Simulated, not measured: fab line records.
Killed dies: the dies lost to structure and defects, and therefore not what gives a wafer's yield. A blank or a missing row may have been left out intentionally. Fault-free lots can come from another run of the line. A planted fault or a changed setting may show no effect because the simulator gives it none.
Which of the tools did it? + flow n5Finfet + 27 wafers from 9 lots sampled at 5 of the route's 1938 steps

== WHAT THE GAUGES SHOWED, per wafer ==
N5_STI_FIN_REVEAL_FIN_H_MEAS_10.
| lot  | measured    | on     | trenchDepthNm (nm) |
|------|-------------|--------|--------------------|
| L161 | day 2 18:33 | ocd-02 | 50.8 50.9 50.9     |
| L164 | day 3 08:15 | ocd-02 | 51.9 52.3 52.2     |
| L165 | day 3 12:49 | ocd-01 | 52.0 52.0 51.2     |
| L167 | day 4 00:49 | ocd-02 | 52.5 52.5 51.7     |
| L169 | day 4 13:13 | ocd-02 | 51.6 51.9 50.9     |
| L181 | day 7 14:36 | ocd-02 | 54.1 53.6 53.3     |
| L182 | day 7 22:43 | ocd-02 | 54.2 54.1 53.5     |
| L183 | day 8 04:51 | ocd-02 | 54.1 53.7 53.8     |
| L184 | day 8 09:46 | ocd-02 | 52.2 51.7 52.3     |

== WHAT TOOL EACH LOT RAN ON (gives the tool, then ch and the chambers of the sampled wafers, and finally the start) ==
| lot  | N5_STI_FIN_REVEAL_ALD_14        | N5_STI_FIN_REVEAL_CMP_04     | N5_STI_FIN_REVEAL_ETCHBACK_08    | N5_STI_FIN_REVEAL_OXIDATION_31     |
|------|---------------------------------|------------------------------|----------------------------------|------------------------------------|
| L161 | aldSin-03 ch 1,3, day 2 09:05   | cmp-01 ch 0,3, day 2 14:07   | rieDiel-05 ch 2,3, day 2 15:15   | plasmaAsher-01 ch 0,1, day 2 17:43 |
| L164 | aldSin-02 ch 1,2, day 2 22:53   | cmp-01 ch 1,2,3, day 3 04:34 | rieDiel-05 ch 1,3, day 3 05:04   | plasmaAsher-02 ch 0,1, day 3 07:32 |
| L165 | aldSin-04 ch 0,1,3, day 3 04:01 | cmp-04 ch 0,1,2, day 3 09:08 | rieDiel-02 ch 1,2,3, day 3 09:38 | plasmaAsher-01 ch 0, day 3 12:05   |
| L167 | aldSin-04 ch 0,1, day 3 16:01   | cmp-04 ch 0,3, day 3 21:03   | rieDiel-02 ch 1,2,3, day 3 21:43 | plasmaAsher-01 ch 0,1, day 4 00:12 |
| L169 | aldSin-03 ch 0,1,3, day 4 04:41 | cmp-02 ch 1,3, day 4 09:46   | rieDiel-06 ch 0,1,2, day 4 10:16 | plasmaAsher-02 ch 0,1, day 4 12:40 |
| L181 | aldSin-03 ch 1,2,3, day 7 05:38 | cmp-04 ch 0,1,3, day 7 10:41 | rieDiel-02 ch 0,2,3, day 7 11:39 | plasmaAsher-02 ch 1, day 7 14:04   |
| L182 | aldSin-04 ch 0,1,2, day 7 13:57 | cmp-04 ch 0,1,2, day 7 18:59 | rieDiel-02 ch 1,2,3, day 7 19:44 | plasmaAsher-02 ch 0,1, day 7 22:10 |
| L183 | aldSin-02 ch 2,3, day 7 20:19   | cmp-01 ch 0,1,3, day 8 01:23 | rieDiel-02 ch 1,2,3, day 8 01:53 | plasmaAsher-02 ch 0,1, day 8 04:18 |
| L184 | aldSin-04 ch 0,3, day 8 01:14   | cmp-02 ch 1,2, day 8 06:17   | rieDiel-05 ch 1,2,3, day 8 06:49 | plasmaAsher-02 ch 0,1, day 8 09:14 |
- N5_STI_FIN_REVEAL_ALD_14: deposits Si3N4, target thk 3 nm.
- N5_STI_FIN_REVEAL_CMP_04: polishes, stops on Si3N4, t overpolish 4 s, target thk 131.83 nm.
- N5_STI_FIN_REVEAL_ETCHBACK_08: etches SiO2 in C4F6/O2, target depth 30.5 nm, time 10.167 s.
- N5_STI_FIN_REVEAL_OXIDATION_31: chemistry O2 PLASMA REMOTE, time 20 s.

== THE ANSWER, worked out from the rows above alone ==
Rule: the lots themselves supply what counts as usual. Put in order of their means at a reading, lots are off if they are a third of the lots or fewer, leave a main group of 4 or more, and stand apart from it by a gap of 3 or more times the standard deviation of the main group's means; of several such gaps the widest counts. A main group whose means are all the same, to the digits that the tables above print for the reading, isn't used. Also off: a lot with no number at a reading for which 4 or more lots have one. Where the step has rows for the other lots, those lots are counted as sound.
Off at N5_STI_FIN_REVEAL_FIN_H_MEAS_10 (trenchDepthNm): L181, L182, L183. Main group: mean 51.8 nm, sd 0.47.
If a tool, at a process step before that reading, ran all the lots that are off and no sound lot after the first of them, it fits. The gauges at N5_STI_FIN_REVEAL_FIN_H_MEAS_10 are tried like those tools. One candidate fits, namely rieDiel-02 at N5_STI_FIN_REVEAL_ETCHBACK_08. Its last sound lot is L167 (day 3 21:43), its first lot that is off L181 (day 7 11:39): a fault that began between those two fits.

== WHAT THE SIMULATOR HAD INSERTED ==
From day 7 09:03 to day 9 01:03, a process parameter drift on rieDiel-02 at N5_STI_FIN_REVEAL_ETCHBACK_08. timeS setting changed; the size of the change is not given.
Struck lots among those shown: L181, L182, L183. This agrees with what the rule above found.
